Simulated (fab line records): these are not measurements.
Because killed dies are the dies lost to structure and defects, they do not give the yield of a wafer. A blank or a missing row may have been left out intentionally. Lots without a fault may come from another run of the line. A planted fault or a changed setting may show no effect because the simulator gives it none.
fab line records	flow nandHarc
record lots=13	wafers=39	lastDay=31
route steps=1302 shown A_M1@1201 A_BONDPAD@1221 END@1302
lots with no fault: from the same line, run without faults
startH: start of the lot's first displayed wafer, in hours after the record's first day	waitH: hours since the lot's step before	" repeats the value in the row above	L1.1+2: a row that stands for several wafers	- no value, or no start given	* or withheld: withheld	< > ~ a bound
route shown NAME@n: names a module that has steps shown in the file, with the first one's number in the route	usual: average and standard deviation across the fault-free wafers	same: alike in all rows	chamber/n: place in a boat	sites: readings site by site	_std_site: standard deviation across them	_edge_site: inner sites' mean taken away from outer sites' mean	radiusMm: for every site, how far away it sits from the centre of the wafer	mask NAME#n: copy n	behind: the most recent tool/chamber to have shaped the wafer	hold: cause of the lot's hold/its duration in hours/its outcome	device: the transistor (n, p or np) that didn't switch	end of line: tests run on the same wafers once the route is complete	for a step that has no rows: nothing shown but its recipe	killed: the dies lost at the first sort to structure and to defects; this is not the yield of the wafer	map: per-die view of a wafer (x killed, . not killed, _ where there is no die)
set.NAME: the setting the step ran with; set.NAME@STEP: the setting that earlier step ran with	model.NAME: the simulator's own value behind a step, which no gauge read
a sample of lots followed through the steps of the route, with each step as a table and each wafer as a row
services: the hour from which a tool's chamber was out of use, counted from the record's first day as startH (under 0 if before that day), plus the number of hours and why
## steps
# step NHARC_A_M1_DEP_33
# recipe targetThkA=300	tempC=370	targetThkNm=30	pressureTorr=3	flowSccm=200	rfW=450	material=SiCN
# usual heaterPowerW=561/72
lot.wafer	tool	chamber	startH	waitH	heaterPowerW
L813.1	pecvd-02	2	532.62	0.1	591
L813.2	"	0	"	"	715
L813.4	"	0	"	"	702
L815.2	pecvd-04	0	539.74	0.1	473
L815.1	"	2	"	"	568
L815.4	"	0	"	"	488
L816.2	pecvd-04	2	552.80	0.1	514
L816.1	"	0	"	"	497
L816.4	"	2	"	"	505
L817.2	pecvd-03	0	563.28	0.1	459
L817.4	"	0	"	"	459
L817.5	"	2	"	"	552
L818.2	pecvd-02	2	570.10	0.1	629
L818.1	"	1	"	"	502
L818.4	"	0	"	"	684
L819.2	pecvd-04	1	586.76	0.1	604
L819.3	"	2	"	"	588
L819.5	"	0	"	"	615
L820.4	pecvd-02	0	604.19	0.2	616
L820.6	"	1	"	"	398
L820.5	"	2	"	"	602
L822.3	pecvd-04	1	617.02	0.1	527
L822.2	"	0	"	"	515
L822.5	"	0	"	"	537
L821.5	pecvd-02	2	618.39	0.2	635
L821.6	"	0	"	"	707
L821.4	"	1	"	"	451
L824.2	pecvd-03	1	644.33	0.1	648
L824.3	"	2	"	"	604
L824.6	"	1	"	"	667
L829.3	pecvd-02	1	687.44	0.1	414
L829.1	"	0	"	"	590
L829.4	"	1	"	"	419
L831.3	pecvd-03	1	706.29	0.1	628
L831.2	"	0	"	"	481
L831.5	"	2	"	"	632
L832.2	pecvd-04	0	710.95	0.1	570
L832.3	"	1	"	"	583
L832.6	"	1	"	"	569
# step NHARC_A_BONDPAD_CD_MEAS_13
# usual cdNm=499.3/1.8
lot.wafer	tool	chamber	startH	waitH	cdNm
L813.1	cdSem-03	-	534.89	-	502.2
L813.2	"	-	"	"	500.6
L813.4	"	-	"	"	500.6
L815.1	cdSem-03	-	542.05	-	501.3
L815.2	"	-	"	"	495.5
L815.4	"	-	"	"	498.1
L816.1	cdSem-03	-	555.10	-	496.9
L816.2	"	-	"	"	497.8
L816.4	"	-	"	"	499.1
L817.2	cdSem-03	-	565.79	0.2	497.5
L817.4	"	-	"	"	500.9
L817.5	"	-	"	"	500.0
L818.1	cdSem-01	-	572.41	-	497.5
L818.2	"	-	"	"	500.7
L818.4	"	-	"	"	498.3
L819.2	cdSem-03	-	589.01	-	497.4
L819.3	"	-	"	"	499.7
L819.5	"	-	"	"	499.5
L820.4	cdSem-02	-	606.43	-	502.1
L820.5	"	-	"	"	500.7
L820.6	"	-	"	"	502.4
L822.2	cdSem-03	-	619.33	-	503.3
L822.3	"	-	"	"	502.4
L822.5	"	-	"	"	501.7
L821.4	cdSem-03	-	620.58	-	499.6
L821.5	"	-	"	"	499.3
L821.6	"	-	"	"	497.9
L824.2	cdSem-03	-	646.47	-	499.0
L824.3	"	-	"	"	499.3
L824.6	"	-	"	"	498.4
L829.1	cdSem-02	-	689.79	-	500.5
L829.3	"	-	"	"	500.1
L829.4	"	-	"	"	497.3
L831.2	cdSem-01	-	708.60	-	497.4
L831.3	"	-	"	"	499.5
L831.5	"	-	"	"	498.3
L832.2	cdSem-02	-	713.22	-	494.6
L832.3	"	-	"	"	495.3
L832.6	"	-	"	"	496.5
# step NHARC_A_BONDPAD_ETCH_24
# recipe targetDepthA=300	overEtchFrac=0.3	timeS=72.99	ionEnergyEv=150	cf4FlowSccm=50	n2FlowSccm=100	arFlowSccm=150	rfW=300	biasW=100	chemistry=CF4/N2
# usual cf4FlowSccm=49.99/0.15	drypumpMotorCurrentA=5.9/0.31	oesProductAu=0.992/0.012	overEtchFrac=0.3/0	rfVppV=315.3/2.4	showerheadPlenumPTorr=2.70/0.13	throttleValvePct=19.795/0.0088
lot.wafer	tool	chamber	startH	waitH	cf4FlowSccm	drypumpMotorCurrentA	oesProductAu	overEtchFrac	rfHoursCounterH	rfVppV	showerheadPlenumPTorr	throttleValvePct
L813.1	rieDiel-06	0	535.11	-	49.65	6.2	1.011	0.3	8	315.6	2.72	19.787
L813.4	"	1	"	"	50.05	5.8	0.991	0.3	7	316.9	2.76	19.796
L813.2	"	2	"	"	50.02	5.3	0.999	0.3	9	318.2	2.80	19.815
L815.2	rieDiel-12	1	542.28	-	49.86	5.6	0.971	0.3	3	316.9	2.79	19.797
L815.4	"	2	"	"	50.02	5.6	0.973	0.3	3	317.5	2.76	19.799
L815.1	"	3	"	"	49.88	6.2	0.980	0.3	3	310.2	2.46	19.805
L816.2	rieDiel-12	2	555.35	0.1	50.01	5.6	0.977	0.3	4	315.9	2.76	19.795
L816.1	"	3	"	"	50.10	6.2	0.991	0.3	4	311.6	2.46	19.800
L816.4	"	2	"	"	49.96	5.6	0.980	0.3	-	315.8	2.76	19.793
L817.2	rieDiel-12	2	566.12	0.2	50.22	5.6	0.993	0.3	4	316.4	2.76	19.798
L817.5	"	3	"	"	49.78	6.2	0.984	0.3	-	310.1	2.46	19.790
L817.4	"	1	"	"	49.79	5.7	0.998	0.3	-	316.6	2.79	19.787
L818.1	rieDiel-12	2	572.67	0.2	50.07	5.7	0.978	0.3	5	316.2	2.76	19.804
L818.2	"	3	"	"	50.11	6.2	0.989	0.3	5	312.6	2.46	19.792
L818.4	"	3	"	"	49.95	6.2	0.998	0.3	-	311.9	2.46	19.807
L819.3	rieDiel-12	2	589.24	-	50.16	5.6	0.981	0.3	5	317.1	2.76	19.809
L819.2	"	0	"	"	50.06	5.9	0.999	0.3	3	317.0	2.82	19.791
L819.5	"	3	"	"	50.22	6.2	0.988	0.3	-	311.8	2.46	19.801
L820.4	rieDiel-04	3	606.67	-	49.76	6.5	1.001	0.3	9	313.5	2.64	19.793
L820.6	"	0	"	"	49.80	5.8	0.990	0.3	-	312.6	2.53	19.799
L820.5	"	1	"	"	49.69	6.6	0.989	0.3	-	315.8	2.82	19.780
L822.3	rieDiel-12	2	619.56	-	50.02	5.6	0.983	0.3	6	316.6	2.76	19.800
L822.2	"	0	"	"	49.99	5.9	0.986	0.3	4	317.4	2.82	19.811
L822.5	"	1	"	"	50.34	5.6	0.988	0.3	-	316.5	2.79	19.795
L821.4	rieDiel-06	1	620.80	-	50.13	5.8	1.002	0.3	35	316.3	2.75	19.797
L821.5	"	0	"	"	50.15	6.2	1.017	0.3	-	315.1	2.70	19.799
L821.6	"	1	"	"	50.13	5.8	1.006	0.3	-	315.2	2.75	19.802
L824.3	rieDiel-12	3	646.69	-	50.00	6.2	0.998	0.3	0	311.8	2.46	19.803
L824.2	"	2	"	"	50.23	5.6	0.982	0.3	0	317.7	2.76	19.791
L824.6	"	3	"	"	50.02	6.2	1.003	0.3	-	310.4	2.46	19.792
L829.1	rieDiel-12	2	690.02	-	50.09	5.6	0.985	0.3	1	317.1	2.76	19.788
L829.4	"	3	"	"	50.01	6.2	1.014	0.3	2	312.1	2.46	19.788
L829.3	"	0	"	"	50.22	5.9	1.002	0.25771	2	317.9	2.82	19.790
L831.2	rieDiel-12	0	708.83	-	49.95	5.9	0.995	0.25771	3	317.1	2.82	19.792
L831.3	"	1	"	"	49.62	5.7	0.984	0.25771	3	315.9	2.79	19.800
L831.5	"	3	"	"	50.13	6.2	0.991	0.3	-	310.7	2.46	19.797
L832.3	rieDiel-12	2	713.44	-	50.22	5.6	0.978	0.25771	2	317.4	2.76	19.789
L832.2	"	1	"	"	49.99	5.7	1.005	0.25771	3	317.4	2.79	19.782
L832.6	"	2	"	"	49.97	5.6	0.974	0.3	-	317.0	2.76	19.809
# step NHARC_A_BONDPAD_ANNEAL_28
# recipe tempC=225	timeS=90
# usual wafer_temp_C_max=226.0/0.39
lot.wafer	tool	chamber	startH	waitH	wafer_temp_C_max
L813.1	rtpAnneal-01	0	536.26	0.3	225.5
L813.2	"	0	"	"	226.0
L813.4	"	0	"	"	225.8
L815.1	rtpAnneal-01	0	543.40	-	225.4
L815.2	"	0	"	"	225.4
L815.4	"	0	"	"	225.9
L816.1	rtpAnneal-02	0	556.63	0.3	226.3
L816.2	"	0	"	"	225.9
L816.4	"	0	"	"	226.5
L817.2	rtpAnneal-02	0	567.36	0.3	226.6
L817.4	"	0	"	"	226.6
L817.5	"	0	"	"	226.0
L818.1	rtpAnneal-01	0	573.88	0.4	225.9
L818.2	"	0	"	"	225.4
L818.4	"	0	"	"	225.5
L819.2	rtpAnneal-02	0	590.47	0.4	226.2
L819.3	"	0	"	"	226.7
L819.5	"	0	"	"	226.2
L820.4	rtpAnneal-01	0	607.95	-	225.6
L820.5	"	0	"	"	226.0
L820.6	"	0	"	"	225.6
L822.2	rtpAnneal-01	0	620.73	-	226.0
L822.3	"	0	"	"	225.7
L822.5	"	0	"	"	226.1
L821.4	rtpAnneal-02	0	622.09	0.3	225.8
L821.5	"	0	"	"	226.1
L821.6	"	0	"	"	226.9
L824.2	rtpAnneal-01	0	647.89	-	225.9
L824.3	"	0	"	"	225.4
L824.6	"	0	"	"	225.3
L829.1	rtpAnneal-02	0	691.15	-	226.4
L829.3	"	0	"	"	226.2
L829.4	"	0	"	"	226.1
L831.2	rtpAnneal-01	0	710.01	-	225.6
L831.3	"	0	"	"	225.8
L831.5	"	0	"	"	225.7
L832.2	rtpAnneal-01	0	714.65	0.3	225.5
L832.3	"	0	"	"	225.4
L832.6	"	0	"	"	225.6
# step NHARC_END_SORT_01
# recipe tempC=25
# usual defectLimitedYield=91.3/2.2	killedAtArray=55/15	killedAtOther=1.0/1.2	killedAtPeriphery=3.4/2.2	killedDies=59/15	killedOpen=3.2/2	killedShort=2.5/1.7
# same grossDies=677
lot.wafer	tool	chamber	startH	waitH	defectLimitedYield[%]	killedAtArray	killedAtOther	killedAtPeriphery	killedDies	killedOpen	killedShort
L813.1	prober-02	0	564.62	2.5	90.3	62	1	3	66	4	0
L813.2	prober-02	0	565.43	2.8	94.8	33	1	1	35	2	2
L813.4	prober-02	0	567.05	3.4	94.4	33	1	4	38	6	4
L815.1	prober-02	0	572.51	2.5	92.5	47	3	1	51	2	4
L815.2	prober-02	0	573.29	2.8	92.9	47	0	1	48	2	0
L815.4	prober-02	0	574.85	3.4	91.7	51	3	2	56	1	1
L816.1	prober-01	0	584.69	2.5	96.0	23	0	4	27	0	0
L816.2	prober-01	0	585.49	2.8	90.7	58	0	5	63	5	1
L816.4	prober-01	0	587.10	3.4	92.0	51	0	3	54	7	1
L818.1	prober-01	0	599.34	2.5	86.9	87	0	2	89	6	2
L818.2	prober-01	0	600.15	2.8	91.9	52	0	3	55	3	3
L818.4	prober-01	0	601.77	3.4	91.1	59	0	1	60	1	1
L817.2	prober-02	0	600.13	2.8	91.7	53	0	3	56	1	2
L817.4	prober-02	0	601.68	3.3	91.4	57	0	1	58	2	2
L817.5	prober-02	0	602.46	3.6	92.9	43	1	4	48	1	1
L819.2	prober-02	0	620.29	2.8	88.6	76	0	1	77	2	3
L819.3	prober-02	0	621.09	3.1	91.6	54	1	2	57	5	3
L819.5	prober-02	0	622.68	3.7	90.1	63	0	4	67	4	2
L820.4	prober-01	0	641.80	3.4	93.1	42	0	5	47	8	6
L820.5	prober-01	0	642.59	3.7	95.4	29	0	2	31	2	2
L820.6	prober-01	0	643.38	4.0	94.2	38	0	1	39	6	3
L822.2	prober-02	0	649.97	2.8	89.5	62	3	6	71	5	2
L822.3	prober-02	0	650.77	3.1	93.8	33	5	4	42	0	3
L822.5	prober-02	0	652.38	3.7	89.7	60	4	6	70	4	0
L821.4	prober-01	0	656.87	3.4	87.3	84	0	2	86	3	4
L821.5	prober-01	0	657.67	3.7	89.7	69	0	1	70	4	3
L821.6	prober-01	0	658.46	4.0	88.5	75	1	2	78	4	2
L824.2	prober-02	0	678.39	2.8	87.1	81	0	6	87	1	3
L824.3	prober-02	0	679.18	3.1	88.8	70	1	5	76	0	5
L824.6	prober-02	0	681.55	3.9	85.5	93	2	3	98	4	2
L829.1	prober-02	0	721.48	4.8	91.4	51	0	7	58	4	3
L829.3	prober-02	0	723.08	5.4	91.3	50	2	7	59	2	2
L829.4	prober-02	0	723.88	5.7	90.5	60	1	3	64	3	2
L831.2	prober-01	0	739.08	2.8	90.5	63	0	1	64	5	5
L831.3	prober-01	0	739.88	3.1	91.6	51	1	5	57	1	6
L831.5	prober-01	0	741.48	3.7	91.3	54	1	4	59	0	2
L832.2	prober-01	0	746.85	2.7	90.8	58	3	1	62	2	0
L832.3	prober-01	0	747.66	3.1	89.1	69	2	3	74	1	1
L832.6	prober-01	0	750.09	4.1	91.7	51	2	3	56	1	1
# killed by level:class
L813.1 A_CHANNEL_HOLE_D2:chamberFilmFlake=30 A_CHANNEL_HOLE_D1:chamberFilmFlake=20 A_CONTACT:chamberFilmFlake=5 A_CHANNEL_HOLE_D1:unspecified=2 A_STAIRCASE:chamberFilmFlake=2 P_STI:geometricParticle:open=1 P_CONTACT:geometricParticle:open=1 A_ONON_D1:geometricParticle:open=1
L813.2 A_CHANNEL_HOLE_D1:chamberFilmFlake=14 A_CHANNEL_HOLE_D2:chamberFilmFlake=8 A_WL_FILL:chamberFilmFlake=3 A_SLIT:chamberFilmFlake=2 A_CHANNEL_FILL_D1:geometricParticle:short=1 A_ONON_D2:geometricParticle:short=1 A_CONTACT:geometricParticle:open=1 A_M1:geometricParticle:open=1
L813.4 A_CHANNEL_HOLE_D2:chamberFilmFlake=15 A_CHANNEL_HOLE_D1:chamberFilmFlake=6 A_CHANNEL_FILL_D1:geometricParticle:short=3 P_CONTACT:geometricParticle:open=2 A_STAIRCASE:chamberFilmFlake=2 P_ZERO_WELL:geometricParticle:short=1 A_ONON_D1:geometricParticle:open=1 A_CHANNEL_HOLE_D1:geometricParticle:open=1
L815.1 A_SLIT:chamberFilmFlake=24 A_CHANNEL_HOLE_D2:chamberFilmFlake=6 A_CONTACT:chamberFilmFlake=4 THIN_TSV:chamberFilmFlake=3 A_DECK1_JOINT:chamberFilmFlake=2 A_STAIRCASE:chamberFilmFlake=2 P_M0:geometricParticle:open=1 A_ONON_D2:geometricParticle:short=1
L815.2 A_SLIT:chamberFilmFlake=18 A_CHANNEL_HOLE_D2:chamberFilmFlake=7 A_CONTACT:chamberFilmFlake=5 A_CHANNEL_HOLE_D1:chamberFilmFlake=4 A_STAIRCASE:chamberFilmFlake=4 A_CONTACT:unspecified=4 A_DECK1_JOINT:chamberFilmFlake=2 A_DECK1_JOINT:geometricParticle:open=1
L815.4 A_SLIT:chamberFilmFlake=26 A_CHANNEL_HOLE_D2:chamberFilmFlake=10 A_CONTACT:chamberFilmFlake=5 THIN_TSV:chamberFilmFlake=3 A_STAIRCASE:chamberFilmFlake=2 A_WL_FILL:chamberFilmFlake=2 A_CHANNEL_FILL_D2:geometricParticle:open=1 A_SGD_CUT:geometricParticle:short=1
L816.1 A_CHANNEL_HOLE_D2:chamberFilmFlake=19 P_M2:chamberFilmFlake=3 A_CONTACT:chamberFilmFlake=2 P_STI:chamberFilmFlake=1 A_DECK1_JOINT:chamberFilmFlake=1 A_STAIRCASE:chamberFilmFlake=1
L816.2 A_CHANNEL_HOLE_D2:chamberFilmFlake=45 P_M2:chamberFilmFlake=4 A_ZERO_WELL:chamberFilmFlake=2 A_CHANNEL_HOLE_D1:chamberFilmFlake=2 A_STAIRCASE:chamberFilmFlake=2 P_M0:geometricParticle:open=1 A_ONON_D1:geometricParticle:short=1 A_ONON_D1:geometricParticle:open=1
L816.4 A_CHANNEL_HOLE_D2:chamberFilmFlake=38 A_CHANNEL_FILL_D1:geometricParticle:open=3 P_M2:chamberFilmFlake=3 A_CONTACT:chamberFilmFlake=3 A_BLC:geometricParticle:open=2 A_CHANNEL_HOLE_D1:geometricParticle:short=1 A_ONON_D2:geometricParticle:open=1 A_CONTACT:geometricParticle:open=1
L818.1 A_CHANNEL_HOLE_D2:chamberFilmFlake=37 A_SLIT:chamberFilmFlake=34 A_CONTACT:chamberFilmFlake=6 A_CHANNEL_FILL_D1:geometricParticle:open=4 A_CHANNEL_HOLE_D1:chamberFilmFlake=3 P_CONTACT:geometricParticle:short=1 P_ZERO_WELL:chamberFilmFlake=1 A_SOURCE_PLATE:geometricParticle:open=1
L817.2 A_SLIT:chamberFilmFlake=30 A_CONTACT:chamberFilmFlake=9 A_CHANNEL_HOLE_D2:chamberFilmFlake=5 A_CHANNEL_HOLE_D1:chamberFilmFlake=4 A_STAIRCASE:chamberFilmFlake=3 P_STI:chamberFilmFlake=2 P_M0:geometricParticle:short=1 A_WL_FILL:geometricParticle:short=1
L818.2 A_SLIT:chamberFilmFlake=27 A_CHANNEL_HOLE_D2:chamberFilmFlake=11 A_CHANNEL_HOLE_D1:chamberFilmFlake=4 A_CONTACT:chamberFilmFlake=4 A_ONON_D2:geometricParticle:short=2 A_STAIRCASE:chamberFilmFlake=2 P_M0:geometricParticle:open=1 P_M1:geometricParticle:open=1
L817.4 A_SLIT:chamberFilmFlake=31 A_CHANNEL_HOLE_D2:chamberFilmFlake=9 A_CONTACT:chamberFilmFlake=8 A_DECK1_JOINT:chamberFilmFlake=2 A_STAIRCASE:chamberFilmFlake=2 A_DECK1_JOINT:geometricParticle:short=1 A_WL_FILL:geometricParticle:short=1 A_CONTACT:geometricParticle:open=1
L818.4 A_SLIT:chamberFilmFlake=30 A_CHANNEL_HOLE_D2:chamberFilmFlake=16 A_CHANNEL_HOLE_D1:chamberFilmFlake=4 A_CONTACT:chamberFilmFlake=4 A_DECK1_JOINT:chamberFilmFlake=2 A_CHANNEL_FILL_D1:geometricParticle:short=1 A_BLC:geometricParticle:open=1 P_BONDPAD:chamberFilmFlake=1
L817.5 A_SLIT:chamberFilmFlake=29 A_CHANNEL_HOLE_D2:chamberFilmFlake=7 P_STI:chamberFilmFlake=3 A_CONTACT:chamberFilmFlake=3 A_CHANNEL_HOLE_D1:chamberFilmFlake=2 P_M0:geometricParticle:short=1 A_CHANNEL_FILL_D1:geometricParticle:open=1 A_STAIRCASE:chamberFilmFlake=1
L819.2 A_SLIT:chamberFilmFlake=33 A_CHANNEL_HOLE_D2:chamberFilmFlake=19 A_CHANNEL_HOLE_D1:chamberFilmFlake=10 A_CONTACT:chamberFilmFlake=4 A_WL_FILL:chamberFilmFlake=3 A_STAIRCASE:chamberFilmFlake=2 P_M2:geometricParticle:short=1 A_SOURCE_PLATE:geometricParticle:open=1
L819.3 A_SLIT:chamberFilmFlake=26 A_CHANNEL_HOLE_D2:chamberFilmFlake=12 A_CHANNEL_HOLE_D1:chamberFilmFlake=4 A_CONTACT:chamberFilmFlake=4 A_ONON_D1:geometricParticle:short=2 A_STAIRCASE:chamberFilmFlake=2 P_M0:geometricParticle:open=1 P_M0:geometricParticle:short=1
L819.5 A_SLIT:chamberFilmFlake=33 A_CHANNEL_HOLE_D2:chamberFilmFlake=16 A_CHANNEL_HOLE_D1:chamberFilmFlake=5 A_STAIRCASE:chamberFilmFlake=4 A_WL_FILL:chamberFilmFlake=3 P_GATE:geometricParticle:open=2 P_CONTACT:geometricParticle:open=1 P_M0:geometricParticle:open=1
L820.4 A_CHANNEL_HOLE_D2:chamberFilmFlake=10 A_CHANNEL_HOLE_D1:chamberFilmFlake=9 A_CONTACT:chamberFilmFlake=8 A_STAIRCASE:chamberFilmFlake=3 P_M0:geometricParticle:open=2 A_ONON_D2:geometricParticle:open=2 A_WL_FILL:geometricParticle:short=2 A_WL_FILL:geometricParticle:open=2
L820.5 A_CHANNEL_HOLE_D2:chamberFilmFlake=9 A_CONTACT:chamberFilmFlake=8 A_STAIRCASE:chamberFilmFlake=4 A_CHANNEL_HOLE_D1:chamberFilmFlake=2 P_M2:geometricParticle:open=1 A_ONON_D1:geometricParticle:short=1 A_DECK1_JOINT:geometricParticle:open=1 A_CHANNEL_HOLE_D2:geometricParticle:short=1
L820.6 A_CHANNEL_HOLE_D2:chamberFilmFlake=14 A_CONTACT:chamberFilmFlake=9 A_CHANNEL_HOLE_D1:chamberFilmFlake=4 A_M0:geometricParticle:open=2 P_CONTACT:geometricParticle:open=1 A_ONON_D1:geometricParticle:short=1 A_CHANNEL_FILL_D1:geometricParticle:open=1 A_DECK1_JOINT:geometricParticle:open=1
L822.2 A_CHANNEL_HOLE_D2:chamberFilmFlake=36 A_CONTACT:chamberFilmFlake=10 P_GATE:chamberFilmFlake=3 THIN_TSV:chamberFilmFlake=3 A_CHANNEL_FILL_D2:geometricParticle:open=2 P_ZERO_WELL:chamberFilmFlake=2 A_CHANNEL_HOLE_D1:chamberFilmFlake=2 A_CHANNEL_FILL_D1:chamberFilmFlake=2
L822.3 A_CHANNEL_HOLE_D2:chamberFilmFlake=13 A_STAIRCASE:chamberFilmFlake=5 A_CONTACT:chamberFilmFlake=5 THIN_TSV:chamberFilmFlake=5 A_CHANNEL_HOLE_D1:chamberFilmFlake=4 P_GATE:chamberFilmFlake=3 A_DECK1_JOINT:chamberFilmFlake=2 A_ONON_D1:geometricParticle:short=1
L822.5 A_CHANNEL_HOLE_D2:chamberFilmFlake=40 A_CHANNEL_HOLE_D1:chamberFilmFlake=5 THIN_TSV:chamberFilmFlake=4 P_ZERO_WELL:chamberFilmFlake=3 A_DECK1_JOINT:chamberFilmFlake=3 A_STAIRCASE:chamberFilmFlake=3 P_GATE:chamberFilmFlake=2 A_SLIT:chamberFilmFlake=2
L821.4 A_CHANNEL_HOLE_D1:chamberFilmFlake=33 A_SLIT:chamberFilmFlake=30 A_CHANNEL_HOLE_D2:chamberFilmFlake=12 A_CHANNEL_HOLE_D2:geometricParticle:short=2 A_STAIRCASE:chamberFilmFlake=2 P_M0:geometricParticle:short=1 P_M1:geometricParticle:open=1 A_CHANNEL_FILL_D1:geometricParticle:open=1
L821.5 A_SLIT:chamberFilmFlake=32 A_CHANNEL_HOLE_D1:chamberFilmFlake=13 A_CHANNEL_HOLE_D2:chamberFilmFlake=11 A_DECK1_JOINT:chamberFilmFlake=2 A_WL_FILL:chamberFilmFlake=2 A_ONON_D1:geometricParticle:short=1 A_ONON_D1:geometricParticle:open=1 A_CHANNEL_FILL_D1:geometricParticle:short=1
L821.6 A_CHANNEL_HOLE_D1:chamberFilmFlake=32 A_SLIT:chamberFilmFlake=28 A_CHANNEL_HOLE_D2:chamberFilmFlake=5 A_STAIRCASE:chamberFilmFlake=2 A_CONTACT:chamberFilmFlake=2 P_GATE:geometricParticle:open=1 A_CHANNEL_FILL_D1:geometricParticle:short=1 A_DECK1_JOINT:geometricParticle:open=1
L824.2 A_SLIT:chamberFilmFlake=37 A_CHANNEL_HOLE_D1:chamberFilmFlake=34 P_GATE:chamberFilmFlake=6 A_STAIRCASE:chamberFilmFlake=5 A_CHANNEL_FILL_D1:geometricParticle:short=1 A_DECK1_JOINT:geometricParticle:short=1 A_CHANNEL_HOLE_D2:geometricParticle:short=1 A_BLC:geometricParticle:open=1
L824.3 A_SLIT:chamberFilmFlake=37 A_CHANNEL_HOLE_D1:chamberFilmFlake=19 A_STAIRCASE:chamberFilmFlake=7 P_GATE:chamberFilmFlake=4 A_WL_FILL:geometricParticle:short=3 A_CONTACT:chamberFilmFlake=3 P_CONTACT:geometricParticle:short=1 STARTING-WAFER:geometricParticle:short=1
L824.6 A_CHANNEL_HOLE_D1:chamberFilmFlake=39 A_SLIT:chamberFilmFlake=31 A_STAIRCASE:chamberFilmFlake=11 A_CONTACT:chamberFilmFlake=3 A_WL_FILL:geometricParticle:short=2 P_GATE:chamberFilmFlake=2 THIN_TSV:chamberFilmFlake=2 P_GATE:geometricParticle:open=1
L829.1 A_SLIT:chamberFilmFlake=33 A_CHANNEL_HOLE_D1:chamberFilmFlake=7 P_CONTACT:chamberFilmFlake=4 A_CONTACT:chamberFilmFlake=4 P_M0:geometricParticle:open=1 P_M0:geometricParticle:short=1 A_CHANNEL_FILL_D1:geometricParticle:open=1 A_ONON_D2:geometricParticle:short=1
L829.3 A_SLIT:chamberFilmFlake=34 A_CHANNEL_HOLE_D1:chamberFilmFlake=10 P_ZERO_WELL:chamberFilmFlake=4 A_CONTACT:chamberFilmFlake=3 P_CONTACT:chamberFilmFlake=2 P_CONTACT:geometricParticle:open=1 A_ONON_D2:geometricParticle:short=1 A_WL_FILL:geometricParticle:short=1
L829.4 A_SLIT:chamberFilmFlake=35 A_CHANNEL_HOLE_D1:chamberFilmFlake=11 A_CONTACT:chamberFilmFlake=7 P_STI:geometricParticle:open=1 A_SOURCE_PLATE:geometricParticle:short=1 A_CHANNEL_HOLE_D1:geometricParticle:short=1 A_WL_FILL:geometricParticle:open=1 A_CONTACT:geometricParticle:open=1
L831.2 A_CHANNEL_HOLE_D2:chamberFilmFlake=20 A_CONTACT:chamberFilmFlake=12 A_CHANNEL_HOLE_D1:chamberFilmFlake=10 A_SLIT:chamberFilmFlake=8 A_CHANNEL_FILL_D1:chamberFilmFlake=3 A_M0:geometricParticle:open=2 P_M0:geometricParticle:open=1 A_ONON_D1:geometricParticle:short=1
L831.3 A_CHANNEL_HOLE_D2:chamberFilmFlake=18 A_CHANNEL_HOLE_D1:chamberFilmFlake=12 A_CONTACT:chamberFilmFlake=7 P_M1:chamberFilmFlake=3 A_SLIT:chamberFilmFlake=3 A_WL_FILL:chamberFilmFlake=3 A_M1:geometricParticle:short=2 A_STAIRCASE:chamberFilmFlake=2
L831.5 A_CHANNEL_HOLE_D2:chamberFilmFlake=24 A_CHANNEL_HOLE_D1:chamberFilmFlake=14 A_CONTACT:chamberFilmFlake=9 A_SLIT:chamberFilmFlake=4 P_M1:chamberFilmFlake=2 A_WL_FILL:chamberFilmFlake=2 P_STI:geometricParticle:short=1 STARTING-WAFER:geometricParticle:short=1
L832.2 A_CHANNEL_HOLE_D2:chamberFilmFlake=26 A_CHANNEL_HOLE_D1:chamberFilmFlake=10 A_CONTACT:chamberFilmFlake=6 A_SLIT:chamberFilmFlake=5 A_M1:chamberFilmFlake=4 THIN_TSV:chamberFilmFlake=3 A_CHANNEL_FILL_D1:chamberFilmFlake=2 A_SGD_CUT:chamberFilmFlake=2
L832.3 A_CHANNEL_HOLE_D2:chamberFilmFlake=31 A_CHANNEL_HOLE_D1:chamberFilmFlake=17 A_SGD_CUT:chamberFilmFlake=7 A_SLIT:chamberFilmFlake=6 A_CONTACT:chamberFilmFlake=3 P_ZERO_WELL:chamberFilmFlake=2 THIN_TSV:chamberFilmFlake=2 A_CHANNEL_FILL_D2:geometricParticle:short=1
L832.6 A_CHANNEL_HOLE_D2:chamberFilmFlake=24 A_CHANNEL_HOLE_D1:chamberFilmFlake=8 A_CONTACT:chamberFilmFlake=5 A_SLIT:chamberFilmFlake=4 P_ZERO_WELL:chamberFilmFlake=3 A_M1:chamberFilmFlake=3 A_SGD_CUT:chamberFilmFlake=2 A_WL_FILL:chamberFilmFlake=2
## services
tool	chamber	startH	hours	kind
pecvd-04	2	519.92	5.1	repair
rieDiel-12	0	527.90	-	clean
rieDiel-04	-	531.90	9.0	pm
pecvd-03	-	547.39	13.0	pm
rieDiel-12	0	547.86	30.6	repair
rieDiel-12	1	556.31	9.7	repair
pecvd-03	1	561.33	11.7	repair
rieDiel-12	-	563.00	1.0	repair
rieDiel-04	-	564.49	1.0	repair
rieDiel-12	-	580.61	0.4	repair
pecvd-02	-	589.45	13.0	pm
rieDiel-12	3	595.96	16.6	repair
rieDiel-06	0	602.28	4.5	repair
rieDiel-04	0	614.54	6.1	repair
rieDiel-12	-	622.40	9.0	pm
pecvd-04	-	631.00	13.0	pm
rieDiel-06	-	670.45	9.0	pm
rieDiel-12	3	670.50	4.0	repair
rieDiel-12	2	672.28	17.4	repair
rieDiel-12	0	674.51	1.4	repair
rieDiel-06	1	692.68	4.5	repair
rieDiel-12	-	695.31	0.1	repair
rieDiel-12	2	703.37	2.3	repair
rieDiel-04	-	709.17	9.0	pm
## key
firstSign step=NHARC_A_BONDPAD_ETCH_24	reading=overEtchFrac	direction=down	sigmas=99+	usual=0.3	struck=0.25771
effect none on later readings
metAt NHARC_A_BONDPAD_ETCH_24
struckLots L829,L831,L832
struckWafers L829.3,L831.2,L831.3,L832.2,L832.3
notActingAt NHARC_A_M1_DEP_33,NHARC_A_BONDPAD_CD_MEAS_13,NHARC_A_BONDPAD_ANNEAL_28
onsetBetween 646.69 690.02
fault kind=processParameterDrift	tool=rieDiel-12	chamber=-	onsetH=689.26	steps=NHARC_A_BONDPAD_ETCH_24	channel=overEtchFrac	offset=-0.042287	shape=step	endH=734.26	scope=struckWafersOnly	actsIn=theseRecipesOnly	stated=0.3
